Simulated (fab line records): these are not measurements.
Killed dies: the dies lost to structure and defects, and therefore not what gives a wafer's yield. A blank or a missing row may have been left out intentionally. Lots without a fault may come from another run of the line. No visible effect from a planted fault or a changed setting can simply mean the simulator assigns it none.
fab line records -- flow nand-harc
record lots=14, wafers=42, last-day=24
route steps=1159 shown P_M2@333 P_BONDPAD@361
lots with no fault: from the same line, run without faults
start-h: start of the lot's first displayed wafer, in hours after the record's first day -- wait-h: time in hours since the lot's previous step -- " repeats the value in the row above -- L1.1+2: a single row standing in for several wafers -- - no value, or no start given -- * or withheld: withheld -- < > ~ a bound
route shown NAME@n: a module of which the file shows steps, and the number in the route of the first -- usual: mean/standard deviation of fault-free wafers -- same: alike in all rows -- chamber/n: place in a boat -- sites: each site's reading -- _std_site: the standard deviation of these -- _edge_site: outer sites' mean less inner sites' -- radius-mm: how far each site lies from the wafer's centre -- mask NAME#n: copy n -- behind: tool/chamber where the wafer was last shaped -- hold: why the lot was held/for how many hours/how that ended -- device: names the non-switching transistor (n, p or np) -- end of line: the route-end tests of the same wafers -- for a step that has no rows: nothing shown but its recipe -- killed: dies that structure and defects cost at the first sort, which is not the same as the wafer's yield -- map: a wafer's dies, marking killed ones x, the rest . and places with no die _
set.NAME: the setting that was run; set.NAME@STEP: the one run at that earlier step -- model.NAME: the simulator's own value behind a step, which no gauge read
the route's steps for a sample of lots (tables are steps, rows are wafers)
services: a tool's chamber out of use, with start hour (start-h, from the record's first day; less than 0 if before it), hours out, and reason
## steps
# step NHARC_P_M2_ETCH_15
# recipe target-depth-a=1825, time-s=91.2, c4f8-flow-sccm=withheld, ar-flow-sccm=400, rf-w=600, bias-w=300, chemistry=C4F8/Ar
# usual oes-product-au=0.954/0.024, rf-vpp-V=440.2/2.6
lot.wafer,tool,chamber,start-h,wait-h,oes-product-au,rf-hours-counter-h,rf-vpp-V
L729.4,rie-diel-10,1,-,-,0.932,5,437.1
L729.1,rie-diel-10,2,-,-,0.929,5,436.2
L729.6,rie-diel-10,0,-,-,0.933,-,442.1
L730.2,rie-diel-07,2,-,-,0.927,26,440.7
L730.6,rie-diel-07,0,-,-,0.921,-,439.3
L730.5,rie-diel-07,1,-,-,0.915,-,440.9
L733.2,rie-diel-05,0,-,-,0.931,25,441.5
L733.3,rie-diel-05,2,-,-,0.934,26,436.8
L733.6,rie-diel-05,0,-,-,0.929,-,441.9
L734.1,rie-diel-10,1,-,-,0.982,6,438.4
L734.3,rie-diel-10,3,-,-,0.974,6,443.8
L734.5,rie-diel-10,1,-,-,0.975,-,437.9
L735.2,rie-diel-10,3,-,-,0.961,6,442.4
L735.3,rie-diel-10,1,-,-,0.998,6,437.9
L735.4,rie-diel-10,2,-,-,0.987,6,436.0
L736.3,rie-diel-10,0,-,-,0.934,5,441.3
L736.2,rie-diel-10,2,-,-,0.932,7,438.4
L736.5,rie-diel-10,0,-,-,0.934,-,441.3
L739.4,rie-diel-10,0,-,-,0.977,0,440.4
L739.1,rie-diel-10,2,-,-,0.966,0,436.9
L739.3,rie-diel-10,3,-,-,0.985,0,443.5
L738.2,rie-diel-10,0,-,-,0.964,0,441.0
L738.3,rie-diel-10,2,-,-,0.987,0,436.3
L738.5,rie-diel-10,3,-,-,0.976,-,443.9
L742.1,rie-diel-05,0,-,-,0.914,6,441.6
L742.5,rie-diel-05,1,-,-,0.932,-,443.1
L742.6,rie-diel-05,2,-,-,0.929,-,437.5
L740.3,rie-diel-07,0,-,-,0.917,56,440.0
L740.5,rie-diel-07,2,-,-,0.984,-,441.1
L740.6,rie-diel-07,3,-,-,0.933,-,442.8
L741.2,rie-diel-10,2,-,-,0.934,1,435.4
L741.1,rie-diel-10,3,-,-,0.937,1,444.1
L741.6,rie-diel-10,0,-,-,0.931,-,439.4
L749.3,rie-diel-10,1,-,-,0.974,3,437.1
L749.2,rie-diel-10,0,-,-,0.967,3,441.9
L749.5,rie-diel-10,1,-,-,0.964,-,439.6
L751.3,rie-diel-10,1,-,-,0.956,3,439.2
L751.2,rie-diel-10,2,-,-,0.979,3,436.3
L751.6,rie-diel-10,1,-,-,0.943,-,439.4
L750.4,rie-diel-05,1,-,-,0.919,19,442.8
L750.3,rie-diel-05,2,-,-,0.934,17,437.7
L750.1,rie-diel-05,3,-,-,0.939,15,439.9
# step NHARC_P_M2_CD_MEAS_16
# usual cd-nm=169.8/0.99
lot.wafer,tool,chamber,start-h,wait-h,cd-nm
L729.1,cd-sem-02,-,133.62,-,171.6
L729.4,cd-sem-02,-,133.62,-,169.4
L729.6,cd-sem-02,-,133.62,-,168.9
L730.2,cd-sem-01,-,134.18,-,168.7
L730.5,cd-sem-01,-,134.18,-,168.7
L730.6,cd-sem-01,-,134.18,-,169.6
L733.2,cd-sem-02,-,145.88,-,169.0
L733.3,cd-sem-02,-,145.88,-,170.9
L733.6,cd-sem-02,-,145.88,-,169.6
L734.1,cd-sem-03,-,163.07,-,171.4
L734.3,cd-sem-03,-,163.07,-,171.0
L734.5,cd-sem-03,-,163.07,-,170.5
L735.2,cd-sem-03,-,164.37,-,169.9
L735.3,cd-sem-03,-,164.37,-,169.4
L735.4,cd-sem-03,-,164.37,-,170.9
L736.2,cd-sem-02,-,172.19,-,168.4
L736.3,cd-sem-02,-,172.19,-,168.6
L736.5,cd-sem-02,-,172.19,-,169.3
L739.1,cd-sem-01,-,198.32,-,170.5
L739.3,cd-sem-01,-,198.32,-,168.8
L739.4,cd-sem-01,-,198.32,-,172.1
L738.2,cd-sem-02,-,203.47,-,171.1
L738.3,cd-sem-02,-,203.47,-,170.6
L738.5,cd-sem-02,-,203.47,-,169.6
L742.1,cd-sem-02,-,204.22,-,167.8
L742.5,cd-sem-02,-,204.22,-,169.7
L742.6,cd-sem-02,-,204.22,-,169.5
L740.3,cd-sem-01,-,205.69,-,170.6
L740.5,cd-sem-01,-,205.69,-,169.0
L740.6,cd-sem-01,-,205.69,-,170.8
L741.1,cd-sem-03,-,210.50,-,170.6
L741.2,cd-sem-03,-,210.50,-,171.0
L741.6,cd-sem-03,-,210.50,-,169.8
L749.2,cd-sem-03,-,253.13,-,168.5
L749.3,cd-sem-03,-,253.13,-,170.3
L749.5,cd-sem-03,-,253.13,-,169.4
L751.2,cd-sem-02,-,256.28,-,169.3
L751.3,cd-sem-02,-,256.28,-,169.1
L751.6,cd-sem-02,-,256.28,-,168.3
L750.1,cd-sem-01,-,256.89,-,170.0
L750.3,cd-sem-01,-,256.89,-,169.6
L750.4,cd-sem-01,-,256.89,-,168.1
# step NHARC_P_BONDPAD_EXPOSE_06
# recipe na=0.55, dose-mj=37.06, mask-id=P_BPAD
# usual exposure-dose-mJ-cm2=37.06/0.039, focus-offset-nm=0.1/0.51, na=0.55/0
lot.wafer,tool,chamber,start-h,wait-h,mask,exposure-dose-mJ-cm2,focus-offset-nm,na
L729.1,krf-scanner-02,0,137.53,-,P_BPAD#0,37.06,0.6,0.55
L729.4,krf-scanner-02,0,137.53,-,P_BPAD#0,37.04,0.7,0.55
L729.6,krf-scanner-02,0,137.53,-,P_BPAD#0,37.07,0.1,0.55
L730.2,krf-scanner-01,0,138.13,-,P_BPAD#0,36.98,0.2,0.55
L730.5,krf-scanner-01,0,138.13,-,P_BPAD#0,37.00,0.3,0.55
L730.6,krf-scanner-01,0,138.13,-,P_BPAD#0,37.00,0.1,0.55
L733.2,krf-scanner-02,0,149.79,-,P_BPAD#0,37.08,0.9,0.55
L733.3,krf-scanner-02,0,149.79,-,P_BPAD#0,37.15,0.1,0.55
L733.6,krf-scanner-02,0,149.79,-,P_BPAD#0,37.11,0.4,0.55
L734.1,krf-scanner-02,0,166.91,-,P_BPAD#0,37.07,0.8,0.55
L734.3,krf-scanner-02,0,166.91,-,P_BPAD#0,37.08,-0.4,0.55
L734.5,krf-scanner-02,0,166.91,-,P_BPAD#0,37.11,-0.3,0.55
L735.2,krf-scanner-01,0,168.40,-,P_BPAD#0,37.07,-0.3,0.55
L735.3,krf-scanner-01,0,168.40,-,P_BPAD#0,37.12,0.2,0.55
L735.4,krf-scanner-01,0,168.40,-,P_BPAD#0,37.07,0.1,0.55
L736.2,krf-scanner-01,0,175.98,-,P_BPAD#0,37.03,0.8,0.55
L736.3,krf-scanner-01,0,175.98,-,P_BPAD#0,37.07,0.2,0.55
L736.5,krf-scanner-01,0,175.98,-,P_BPAD#0,37.04,0.0,0.55
L739.1,krf-scanner-04,0,202.59,-,P_BPAD#0,37.03,0.2,0.55
L739.3,krf-scanner-04,0,202.59,-,P_BPAD#0,37.05,0.5,0.55
L739.4,krf-scanner-04,0,202.59,-,P_BPAD#0,37.04,0.0,0.55
L738.2,krf-scanner-01,-,207.56,-,P_BPAD#0,-,-,-
L738.3,krf-scanner-01,-,207.56,-,P_BPAD#0,-,-,-
L738.5,krf-scanner-01,-,207.56,-,P_BPAD#0,-,-,-
L742.1,krf-scanner-02,-,208.17,-,P_BPAD#0,-,-,-
L742.5,krf-scanner-02,-,208.17,-,P_BPAD#0,-,-,-
L742.6,krf-scanner-02,-,208.17,-,P_BPAD#0,-,-,-
L740.3,krf-scanner-01,0,209.74,-,P_BPAD#0,37.16,-0.8,0.55
L740.5,krf-scanner-01,0,209.74,-,P_BPAD#0,37.07,-0.4,0.55
L740.6,krf-scanner-01,0,209.74,-,P_BPAD#0,37.09,0.2,0.55
L741.1,krf-scanner-02,0,214.50,-,P_BPAD#0,37.03,0.0,0.55
L741.2,krf-scanner-02,0,214.50,-,P_BPAD#0,37.01,-0.2,0.55
L741.6,krf-scanner-02,0,214.50,-,P_BPAD#0,37.06,-0.4,0.55
L749.2,krf-scanner-02,0,257.09,-,P_BPAD#0,37.01,-0.8,0.55
L749.3,krf-scanner-02,0,257.09,-,P_BPAD#0,37.04,0.1,0.55
L749.5,krf-scanner-02,0,257.09,-,P_BPAD#0,37.09,0.3,0.55
L751.2,krf-scanner-04,0,260.13,-,P_BPAD#0,37.03,-0.9,0.55
L751.3,krf-scanner-04,0,260.13,-,P_BPAD#0,37.00,-1.8,0.55
L751.6,krf-scanner-04,0,260.13,-,P_BPAD#0,37.01,0.0,0.55
L750.1,krf-scanner-02,0,260.83,-,P_BPAD#0,37.02,0.3,0.55
L750.3,krf-scanner-02,0,260.83,-,P_BPAD#0,37.02,0.5,0.55
L750.4,krf-scanner-02,0,260.83,-,P_BPAD#0,37.05,0.7,0.55
# step NHARC_P_BONDPAD_DESCUM_11
# recipe time-s=3, o2-flow-sccm=200, ar-flow-sccm=0, bias-power-w=0, chemistry=O2
# usual drypump-motor-current-A=5.9/0.41, oes-product-au=0.997/0.013, rf-vpp-V=57.8/0.9, showerhead-plenum-p-Torr=1.93/0.098, throttle-valve-pct=11.310/0.0084
lot.wafer,tool,chamber,start-h,wait-h,drypump-motor-current-A,oes-product-au,rf-hours-counter-h,rf-vpp-V,showerhead-plenum-p-Torr,throttle-valve-pct
L729.4,rie-diel-02,3,137.91,-,6.0,1.021,14,58.5,2.01,11.306
L729.1,rie-diel-02,0,137.91,-,5.3,0.977,16,57.9,1.99,11.316
L729.6,rie-diel-02,1,137.91,-,6.5,1.012,-,57.6,1.78,11.298
L730.2,rie-diel-11,0,138.52,-,5.4,1.003,41,58.6,1.81,11.306
L730.5,rie-diel-11,1,138.52,-,6.3,1.007,-,58.1,2.01,11.303
L730.6,rie-diel-11,2,138.52,-,6.5,1.009,-,58.8,1.99,11.296
L733.3,rie-diel-13,2,150.15,-,6.0,1.003,14,57.2,2.03,11.317
L733.2,rie-diel-13,0,150.15,-,5.6,1.001,14,58.2,2.07,11.315
L733.6,rie-diel-13,3,150.15,-,5.6,1.016,-,59.0,2.03,11.306
L734.1,rie-diel-02,0,167.28,-,5.2,0.980,0,57.7,1.99,11.307
L734.3,rie-diel-02,1,167.28,-,6.5,0.999,0,57.3,1.78,11.316
L734.5,rie-diel-02,0,167.28,-,5.3,0.972,-,57.1,1.99,11.307
L735.3,rie-diel-02,3,168.76,-,6.0,1.000,0,58.4,2.01,11.301
L735.2,rie-diel-02,0,168.76,-,5.2,0.978,1,58.1,1.99,11.307
L735.4,rie-diel-02,1,168.76,-,6.5,0.987,0,56.8,1.78,11.323
L736.3,rie-diel-02,0,176.34,-,5.3,0.969,1,57.9,1.99,11.306
L736.2,rie-diel-02,3,176.34,-,6.0,0.995,1,59.2,2.01,11.311
L736.5,rie-diel-02,1,176.34,-,6.5,0.993,-,57.8,1.78,11.307
L739.3,rie-diel-02,3,202.96,-,6.0,1.008,4,57.4,2.01,11.300
L739.1,rie-diel-02,0,202.96,-,5.3,0.980,4,57.9,1.99,11.301
L739.4,rie-diel-02,2,202.96,-,5.9,0.996,-,58.1,1.81,11.325
L738.2,rie-diel-13,2,207.92,-,6.0,1.000,36,57.3,2.03,11.303
L738.3,rie-diel-13,0,207.92,-,5.6,0.987,40,59.4,2.06,11.306
L738.5,rie-diel-13,2,207.92,-,6.0,0.991,-,57.1,2.03,11.327
L742.1,rie-diel-13,1,208.56,-,5.6,0.985,40,58.3,2.02,11.291
L742.6,rie-diel-13,2,208.56,-,6.0,1.003,-,60.0,2.03,11.307
L742.5,rie-diel-13,3,208.56,-,5.6,1.007,-,58.7,2.03,11.320
L740.3,rie-diel-02,3,210.10,-,6.1,1.017,5,57.6,2.01,11.323
L740.6,rie-diel-02,0,210.10,-,5.3,0.989,-,56.9,1.99,11.299
L740.5,rie-diel-02,2,210.10,-,5.9,1.004,-,59.4,1.81,11.296
L741.1,rie-diel-02,0,214.88,-,5.3,0.979,6,58.0,1.99,11.317
L741.2,rie-diel-02,2,214.88,-,5.9,0.988,5,58.2,1.81,11.312
L741.6,rie-diel-02,3,214.88,-,6.0,1.005,-,59.5,2.01,11.303
L749.2,rie-diel-11,1,257.51,-,6.3,1.011,24,57.1,2.00,11.315
L749.3,rie-diel-11,3,257.51,-,5.9,0.985,26,58.3,1.91,11.315
L749.5,rie-diel-11,0,257.51,-,5.4,1.015,-,57.0,1.79,11.298
L751.2,rie-diel-02,3,260.51,-,6.0,0.987,10,58.4,2.00,11.315
L751.3,rie-diel-02,0,260.51,-,5.3,0.989,11,57.5,1.98,11.309
L751.6,rie-diel-02,1,260.51,-,6.5,0.993,-,56.9,1.78,11.301
L750.4,rie-diel-02,3,261.19,-,6.0,0.999,10,57.0,2.00,11.303
L750.1,rie-diel-02,0,261.19,-,5.3,0.985,11,56.4,1.98,11.304
L750.3,rie-diel-02,2,261.19,-,5.9,1.012,10,56.6,1.81,11.319
## services
tool,chamber,start-h,hours,kind
rie-diel-11,0,109.61,2.4,repair
rie-diel-10,0,114.16,16.0,repair
rie-diel-05,-,114.85,0.5,repair
krf-scanner-04,-,118.26,9.4,repair
rie-diel-05,3,126.77,6.1,repair
rie-diel-11,0,157.59,5.7,repair
rie-diel-05,-,163.79,9.0,pm
rie-diel-10,-,176.61,9.0,pm
rie-diel-02,1,179.52,36.8,repair
krf-scanner-02,-,179.75,0.8,repair
rie-diel-07,2,186.47,15.0,repair
rie-diel-02,2,187.59,2.4,repair
rie-diel-11,-,189.68,9.0,pm
rie-diel-05,-,195.55,0.5,repair
krf-scanner-02,-,197.76,1.5,repair
rie-diel-13,3,208.98,7.4,repair
krf-scanner-02,-,210.00,4.0,pm
rie-diel-02,-,220.89,0.9,repair
krf-scanner-01,-,222.42,0.1,repair
krf-scanner-01,-,230.36,1.1,repair
rie-diel-05,1,233.10,2.4,repair
krf-scanner-01,-,248.65,3.2,repair
krf-scanner-01,-,256.00,4.0,pm
rie-diel-10,0,257.14,3.7,repair
## key
first-sign step=NHARC_P_BONDPAD_EXPOSE_06, reading=tool-record, direction=missing
effect none on later readings
met-at NHARC_P_BONDPAD_EXPOSE_06
struck-lots L738,L742
later-rows-left-out L738.2,L738.3,L738.5,L742.1,L742.5,L742.6
sort-left-out L738.2,L738.3,L738.5,L742.1,L742.5,L742.6
not-acting-at NHARC_P_M2_ETCH_15,NHARC_P_M2_CD_MEAS_16,NHARC_P_BONDPAD_DESCUM_11
onset-between 175.98 207.56
fault kind=skipped-step-whole, tool=krf-scanner-01,krf-scanner-02, chamber=-, onset-h=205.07, steps=NHARC_P_BONDPAD_EXPOSE_06, scope=struck-lots-only
# sort-left-out: the simulated sort isn't trusted on such a fault, so these wafers' sort isn't shown, and their yield isn't known
# later-rows-left-out: the simulator's readings of these wafers behind a module that went badly wrong aren't trusted and aren't shown, but for the sort
